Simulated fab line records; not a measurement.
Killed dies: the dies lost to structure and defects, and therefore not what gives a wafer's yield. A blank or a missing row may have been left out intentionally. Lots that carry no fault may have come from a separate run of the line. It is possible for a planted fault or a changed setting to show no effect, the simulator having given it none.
Chamber matching    flow nand_harc    4 sister chambers for NHARC_P_M0_CMP_23 on cmp-02
The step polishes, t overpolish 20 s, target thk 117.54 nm. 16 wafers are shown with their chamber, then 8 later ones without.

== WAFERS PAIRED WITH THEIR CHAMBERS ==
wafer   chamber  motor_current_A (A)  time_to_endpoint_s (s)
L079.1  1        12.3                 26.9
L079.3  2        11.7                 25.8
L079.5  0        12.5                 29.2
L080.2  0        12.4                 26.0
L080.3  1        11.9                 26.6
L080.6  2        11.5                 25.6
L080.1  3        12.9                 29.5
L080.4  2        12.2                 26.5
L080.5  1        11.9                 26.2
L089.2  3        12.9                 32.8
L089.3  0        12.3                 31.1
L089.5  1        12.1                 32.1
L088.2  1        12.3                 30.5
L088.5  0        12.9                 31.6
L088.6  1        12.2                 30.5
L091.2  1        11.8                 29.9

SIGNATURES (means of the wafers above)
reading             chamber 0  chamber 1  chamber 2  chamber 3  scatter within a chamber
motor_current_A     12.525     12.071     11.800     12.900     0.245
time_to_endpoint_s  29.475     28.957     25.967     31.150     2.2
Rule: distance of a wafer from a chamber = root of the sum over the readings of ((wafer's reading minus chamber's mean) / reading's scatter) squared. The wafer belongs to the nearest chamber; if the next one is less than 2 further off, it can't be placed. The scatter: the root of (the sum of the squares of (reading less its chamber's mean) over the shown wafers, divided by (wafers less chambers)).

== WAFERS WITHOUT THEIR CHAMBER ==
wafer   motor_current_A (A)  time_to_endpoint_s (s)
L091.3  12.4                 31.3
L091.5  12.9                 28.5
L097.3  12.5                 28.7
L097.4  12.1                 28.3
L097.6  12.8                 31.5
L097.1  11.3                 31.6
L097.2  11.9                 30.7
L097.5  12.1                 29.6

== WHICH CHAMBER EACH ONE RAN IN ==
wafer   from the rows above           in truth
L091.3  can't be placed: 0 or 1 or 3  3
L091.5  can't be placed: 3 or 0       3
L097.3  can't be placed: 0 or 1 or 3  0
L097.4  can't be placed: 1 or 2 or 0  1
L097.6  can't be placed: 3 or 0       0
L097.1  can't be placed: 2 or 1 or 0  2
L097.2  can't be placed: 1 or 2 or 0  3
L097.5  can't be placed: 1 or 0 or 2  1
Placed correctly: 0 of 8. From these rows, 8 cannot be placed; in 7 the true chamber is one of the candidates. Number placed wrongly: 0.
